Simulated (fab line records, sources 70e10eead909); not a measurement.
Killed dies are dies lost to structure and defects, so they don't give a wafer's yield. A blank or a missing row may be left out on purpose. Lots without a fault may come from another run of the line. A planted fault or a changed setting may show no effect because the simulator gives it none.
fab line records | flow nand_harc
record lots=6 wafers=18 last_day=32
route steps=1302 shown A_WL_FILL@982 A_CONTACT@983 END@1302
lots that met no fault: from a run of the same line without faults
start_h: hours from the record's first day to the start of the lot's first wafer shown | wait_h: hours since the lot's step before | " the same as in the row above | L1.1+2: a row that stands for several wafers | - no value, or no start given | * or withheld: withheld | < > ~ a bound
route shown NAME@n: a module of which the file shows steps, and the number in the route of the first | usual: mean/standard deviation of fault-free wafers | same: alike in all rows | chamber/n: place in a boat | sites: the reading at each site | _std_site: their standard deviation | _edge_site: outer sites' mean less inner sites' | radius_mm: how far each site lies from the wafer's centre | mask NAME#n: copy n | behind: the tool/chamber that last shaped the wafer | hold: why the lot was held/for how many hours/how that ended | device: the transistor (n, p or np) that didn't switch | end of line: the same wafers' tests at the end of the route | a step without rows: its recipe alone | killed: dies lost to structure and defects at the first sort, not the wafer's yield | map: a wafer's dies, x killed, . not, _ none there
set.NAME: the setting as run; set.NAME@STEP: as run at that earlier step | model.NAME: the simulator's own value behind a step, which no gauge read
lots at some steps of the route; a table a step, a row a wafer
services: from which hour (start_h, from the record's first day; less than 0 if before it) a tool's chamber was out of use, for how many hours, and why
## steps
# step NHARC_A_WL_FILL_INSPECT_15
# usual raw_defect_count=479/130
# columns lot.wafer tool chamber start_h wait_h raw_defect_count
L485.3 defect_inspect-01 - 501.35 0.0 686
L485.4 " - " " 518
L485.6 " - " " 462
L487.2 defect_inspect-01 - 513.14 0.0 336
L487.3 " - " " 469
L487.6 " - " " 427
L496.2 defect_inspect-01 - 596.44 0.0 374
L496.3 " - " " 519
L496.5 " - " " 408
L497.1 defect_inspect-01 - 612.08 0.0 509
L497.2 " - " " 421
L497.5 " - " " 525
L500.1 defect_inspect-02 - 633.79 0.0 385
L500.2 " - " " 277
L500.6 " - " " 271
L503.2 defect_inspect-02 - 683.58 0.0 338
L503.3 " - " " 542
L503.6 " - " " 368
# step NHARC_A_CONTACT_DEP_24
# recipe target_thk_a=5000 temp_c=400 pressure_torr=6.5 rf_w=900 teos_flow_sccm=161.4 flow_sccm=2650 target_thk_nm=500 gas=O2 material=SiO2
# usual heater_power_w=540/79 throttle_valve_pct=16.0/0.8
# columns lot.wafer tool chamber start_h wait_h heater_power_w throttle_valve_pct
L485.3 pecvd-03 1 501.45 0.1 508 15.9
L485.4 " 2 " " 451 17.0
L485.6 " 0 " " 453 15.1
L487.3 pecvd-02 2 513.21 0.1 511 16.4
L487.2 " 0 " " 437 15.1
L487.6 " 2 " " 551 16.3
L496.2 pecvd-03 0 596.57 0.1 474 15.3
L496.3 " 1 " " 611 16.1
L496.5 " 0 " " 490 15.3
L497.1 pecvd-03 2 612.21 0.1 524 17.2
L497.2 " 0 " " 443 15.5
L497.5 " 0 " " 470 15.5
L500.2 pecvd-02 0 633.91 0.1 568 15.1
L500.1 " 2 " " 486 15.7
L500.6 " 2 " " 509 16.1
L503.3 pecvd-03 2 683.65 0.1 499 17.4
L503.2 " 1 " " 547 16.5
L503.6 " 1 " " 584 16.5
# step NHARC_A_CONTACT_DEP_28
# recipe target_thk_a=70000 temp_c=400 material=aC
# usual throttle_valve_pct=35.000/0.0087
# columns lot.wafer tool chamber start_h wait_h throttle_valve_pct
L485.3 acl_dep-03 0 503.45 1.5 34.993
L485.4 " 0 " " 34.994
L485.6 " 0 505.56 3.6 35.012
L487.2 acl_dep-01 0 515.46 1.7 34.998
L487.3 " 0 " " 35.002
L487.6 " 0 518.31 4.6 35.006
L496.2 acl_dep-03 0 600.85 3.8 35.002
L496.3 " 0 " " 35.013
L496.5 " 0 602.96 5.9 34.993
L497.1 acl_dep-03 0 613.76 1.1 35.008
L497.2 " 0 " " 35.012
L497.5 " 0 616.57 3.9 35.006
L500.1 acl_dep-03 0 637.28 2.8 34.999
L500.2 " 0 " " 34.999
L500.6 " 0 640.82 6.4 34.993
L503.2 acl_dep-01 0 684.95 0.8 34.990
L503.3 " 0 " " 35.008
L503.6 " 0 687.77 3.6 34.996
# step NHARC_A_CONTACT_DEP_29
# recipe target_thk_a=1000 target_thk_nm=100 temp_c=400 pressure_torr=3.5 flow_sccm=200 rf_w=350 material=SiON
# usual heater_power_w=740/85
# columns lot.wafer tool chamber start_h wait_h heater_power_w
L485.3 pecvd-01 1 506.28 2.1 815
L485.6 " 1 " " 836
L485.4 " 0 " " 869
L487.2 pecvd-03 1 519.05 2.9 712
L487.3 " 0 " " 659
L487.6 " 2 " " 641
L496.2 pecvd-03 1 604.39 2.8 842
L496.3 " 0 " " 605
L496.5 " 1 " " 836
L497.1 pecvd-02 0 617.99 3.5 712
L497.2 " 2 " " 732
L497.5 " 0 " " 715
L500.2 pecvd-02 1 641.55 2.9 863
L500.1 " 0 " " 754
L500.6 " 0 " " 746
L503.2 pecvd-01 0 688.49 2.8 835
L503.3 " 1 " " 811
L503.6 " 1 " " 773
# step NHARC_A_CONTACT_DEHYDRATE_32
# recipe temp_c=150 time_s=120
# step NHARC_A_CONTACT_HMDS_33
# recipe time_s=30
# step NHARC_A_CONTACT_COAT_34
# recipe temp_c=260 time_s=75
# step NHARC_A_CONTACT_COAT_35
# recipe temp_c=225 time_s=65
# step NHARC_A_CONTACT_COAT_36
# recipe spin_rpm=1500 resist_thk_nm=90
# step NHARC_A_CONTACT_SOFTBAKE_37
# recipe temp_c=105 time_s=55
# step NHARC_A_CONTACT_EBR_38
# step NHARC_A_CONTACT_EXPOSE_39
# recipe na=1.35 sigma_outer=0.8 dose_mj=58.79 mask_id=A_CC_3
# usual exposure_dose_mJ_cm2=58.87/0.16
# columns lot.wafer tool chamber start_h wait_h mask exposure_dose_mJ_cm2
L485.3 arfi_scanner-02 0 506.87 - A_CC_3#0 58.64
L485.4 " 0 " " A_CC_3#0 58.80
L485.6 " 0 " " A_CC_3#0 58.73
L487.2 arfi_scanner-01 0 519.51 - A_CC_3#0 58.80
L487.3 " 0 " " A_CC_3#0 58.85
L487.6 " 0 " " A_CC_3#0 58.75
L496.2 arfi_scanner-02 0 604.97 - A_CC_3#0 61.07
L496.3 " 0 " " A_CC_3#0 61.07
L496.5 " 0 " " A_CC_3#0 61.03
L497.1 arfi_scanner-02 0 618.45 - A_CC_3#0 60.58
L497.2 " 0 " " A_CC_3#0 60.66
L497.5 " 0 " " A_CC_3#0 60.59
L500.1 arfi_scanner-01 0 642.00 - A_CC_3#0 58.77
L500.2 " 0 " " A_CC_3#0 58.69
L500.6 " 0 " " A_CC_3#0 58.74
L503.2 arfi_scanner-03 0 689.08 - A_CC_3#0 59.11
L503.3 " 0 " " A_CC_3#0 59.12
L503.6 " 0 " " A_CC_3#0 59.10
# step NHARC_A_CONTACT_PEB_40
# recipe peb_temp_c=100 peb_time_s=65
# step NHARC_A_CONTACT_DEVELOP_41
# recipe develop_time_s=35 dev_temp_c=23
# step NHARC_A_CONTACT_CD_MEAS_42
# recipe target_cd_nm=300 landing_energy_ev=500
# usual cd_nm=300.0/0.55
# same landing_energy_ev=500
# columns lot.wafer tool chamber start_h wait_h hold cd_nm
L485.3 cd_sem-01 0 507.01 - - 300.0
L485.4 " 0 " " - 300.3
L485.6 " 0 " " - 299.6
L487.2 cd_sem-02 0 519.65 - - 298.9
L487.3 " 0 " " - 299.8
L487.6 " 0 " " - 300.0
L496.2 cd_sem-03 0 605.11 - await_dispo/0.2h/release 302.2
L496.3 " 0 " " await_dispo/0.2h/release 302.3
L496.5 " 0 " " await_dispo/0.2h/release 302.5
L496.2 cd_sem-03 0 - - - 302.4
L496.3 " 0 " " - 302.2
L496.5 " 0 " " - 302.5
L497.1 cd_sem-03 0 618.59 - - 300.9
L497.2 " 0 " " - 301.7
L497.5 " 0 " " - 301.4
L500.1 cd_sem-02 0 642.14 - - 300.5
L500.2 " 0 " " - 300.4
L500.6 " 0 " " - 301.0
L503.2 cd_sem-03 0 689.22 - - 300.6
L503.3 " 0 " " - 299.6
L503.6 " 0 " " - 299.4
# step NHARC_A_CONTACT_OVL_MEAS_43
# usual overlay_x_nm=-0.2/0.93 overlay_y_nm=-0.1/0.8
# columns lot.wafer tool chamber start_h wait_h hold overlay_x_nm overlay_y_nm
L485.3 overlay-01 - 507.09 - - 0.2 -0.2
L485.4 " - " " - 0.4 -0.7
L485.6 " - " " - 0.1 -0.1
L487.2 overlay-01 - 519.73 - - 0.2 0.4
L487.3 " - " " - -0.1 0.6
L487.6 " - " " - 0.7 0.2
L496.2 overlay-02 - 610.44 - await_dispo/5.1h/release -1.0 0.4
L496.3 " - " " await_dispo/5.1h/release -0.5 0.9
L496.5 " - " " await_dispo/5.1h/release -1.1 0.3
L497.1 overlay-02 - 618.68 - - -0.3 -0.7
L497.2 " - " " - 0.1 -1.0
L497.5 " - " " - -0.1 -0.7
L500.1 overlay-01 - 642.23 - - -0.5 0.9
L500.2 " - " " - -0.5 0.4
L500.6 " - " " - 0.2 0.8
L503.2 overlay-02 - 689.30 - - -0.4 -0.1
L503.3 " - " " - -0.2 -0.4
L503.6 " - " " - -0.6 0.6
# step NHARC_END_SORT_01
# recipe temp_c=25
# usual killed_at_array=57/20 killed_at_other=1.0/1.5 killed_at_periphery=3.5/2.5 killed_dies=62/21 killed_open=3.5/1.9 killed_short=2.4/1.6
# same gross_dies=677
# columns lot.wafer tool chamber start_h wait_h killed_at_array killed_at_other killed_at_periphery killed_dies killed_open killed_short
L487.2 prober-02 0 591.04 2.8 70 1 3 74 3 1
L487.3 prober-02 0 591.84 3.1 83 1 4 88 4 3
L487.6 prober-02 0 594.25 4.0 77 0 8 85 2 3
L496.2 prober-01 0 719.91 2.8 26 0 3 29 4 0
L496.3 prober-01 0 720.70 3.1 27 2 1 30 4 2
L496.5 prober-01 0 722.29 3.7 22 0 2 24 6 2
# killed by level:class
L487.2 A_CHANNEL_HOLE_D2:chamber_film_flake=32 A_SLIT:chamber_film_flake=24 P_CONTACT:chamber_film_flake=3 A_CONTACT:chamber_film_flake=3 A_CHANNEL_FILL_D2:chamber_film_flake=2 A_CHANNEL_FILL_D1:geometric_particle:short=1 A_CHANNEL_FILL_D1:geometric_particle:open=1 A_DECK1_JOINT:geometric_particle:open=1
L487.3 A_SLIT:chamber_film_flake=32 A_CHANNEL_HOLE_D2:chamber_film_flake=32 A_STAIRCASE:chamber_film_flake=6 P_CONTACT:chamber_film_flake=3 A_CHANNEL_FILL_D2:chamber_film_flake=3 A_CHANNEL_FILL_D1:chamber_film_flake=2 A_CONTACT:chamber_film_flake=2 P_CONTACT:geometric_particle:open=1
L487.6 A_SLIT:chamber_film_flake=31 A_CHANNEL_HOLE_D2:chamber_film_flake=29 P_CONTACT:chamber_film_flake=5 A_DECK1_JOINT:chamber_film_flake=3 A_CHANNEL_FILL_D2:chamber_film_flake=3 A_STAIRCASE:chamber_film_flake=3 A_CHANNEL_FILL_D2:geometric_particle:open=2 A_CONTACT:chamber_film_flake=2
L496.2 A_CHANNEL_HOLE_D1:chamber_film_flake=7 A_CONTACT:chamber_film_flake=6 A_STAIRCASE:chamber_film_flake=4 A_CHANNEL_HOLE_D2:chamber_film_flake=2 A_SLIT:chamber_film_flake=2 P_GATE:geometric_particle:open=1 A_ONON_D1:geometric_particle:open=1 A_M0:geometric_particle:open=1
L496.3 A_CHANNEL_HOLE_D1:chamber_film_flake=6 A_WL_FILL:chamber_film_flake=4 A_CHANNEL_FILL_D1:chamber_film_flake=3 A_STAIRCASE:chamber_film_flake=3 A_CHANNEL_HOLE_D2:chamber_film_flake=2 A_SLIT:chamber_film_flake=2 A_CONTACT:chamber_film_flake=2 THIN_TSV:chamber_film_flake=2
L496.5 A_CHANNEL_HOLE_D1:chamber_film_flake=7 A_STAIRCASE:chamber_film_flake=4 A_CHANNEL_HOLE_D2:chamber_film_flake=2 P_GATE:geometric_particle:open=1 P_M1:geometric_particle:open=1 A_ONON_D1:geometric_particle:open=1 A_ONON_D1:geometric_particle:short=1 A_DECK1_JOINT:geometric_particle:short=1
## services
# columns tool chamber start_h hours kind
arfi_scanner-02 - 484.00 4.0 pm
acl_dep-03 - 485.89 13.0 pm
arfi_scanner-03 - 489.05 1.2 repair
pecvd-01 - 492.19 13.0 pm
arfi_scanner-03 - 497.75 44.4 repair
pecvd-03 - 547.39 13.0 pm
pecvd-03 0 547.39 13.0 vent_cycle
pecvd-03 1 547.39 24.4 vent_cycle
pecvd-03 2 547.39 13.0 vent_cycle
acl_dep-01 - 551.61 13.0 pm
arfi_scanner-03 - 565.59 0.4 repair
arfi_scanner-02 - 574.86 1.6 repair
arfi_scanner-01 - 587.57 0.9 repair
pecvd-02 - 589.10 13.0 pm
arfi_scanner-01 - 596.00 4.0 pm
arfi_scanner-01 - 633.96 1.1 repair
pecvd-01 - 634.89 0.3 repair
arfi_scanner-02 - 656.00 4.0 pm
arfi_scanner-02 - 660.76 1.0 repair
pecvd-02 0 665.63 2.0 repair
acl_dep-03 - 666.89 13.0 pm
arfi_scanner-02 - 667.60 0.4 repair
arfi_scanner-01 - 667.64 1.8 repair
pecvd-01 - 673.19 13.0 pm
## key
first_sign step=NHARC_A_CONTACT_EXPOSE_39 reading=exposure_dose_mJ_cm2 direction=up sigmas=12 usual=58.87 struck=60.83
effect step=NHARC_A_CONTACT_CD_MEAS_42 reading=visit direction=added through=control_loop
met_at NHARC_A_CONTACT_EXPOSE_39
struck_wafers L496.2,L496.3,L496.5,L497.1,L497.2,L497.5
tester_left_out L496,L497
loop_trim step=NHARC_A_CONTACT_EXPOSE_39 setting=dose lots=L497
onset_between 506.87 604.97
fault kind=process_parameter_drift tool=arfi_scanner-02 chamber=- onset_h=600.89 steps=NHARC_A_CONTACT_EXPOSE_39 channel=dose_mj offset=2.3801 shape=step acts_in=these_recipes_only stated=58.79
# tester_left_out: of these lots the tester's yield and bins aren't shown, on N5 and GAA mostly nor the transistor test; their killed dies are dies lost to structure and defects alone, not to doping, threshold or leakage, so they don't give the yield
# loop_trim: a control loop set the setting to another value than it would have without faults
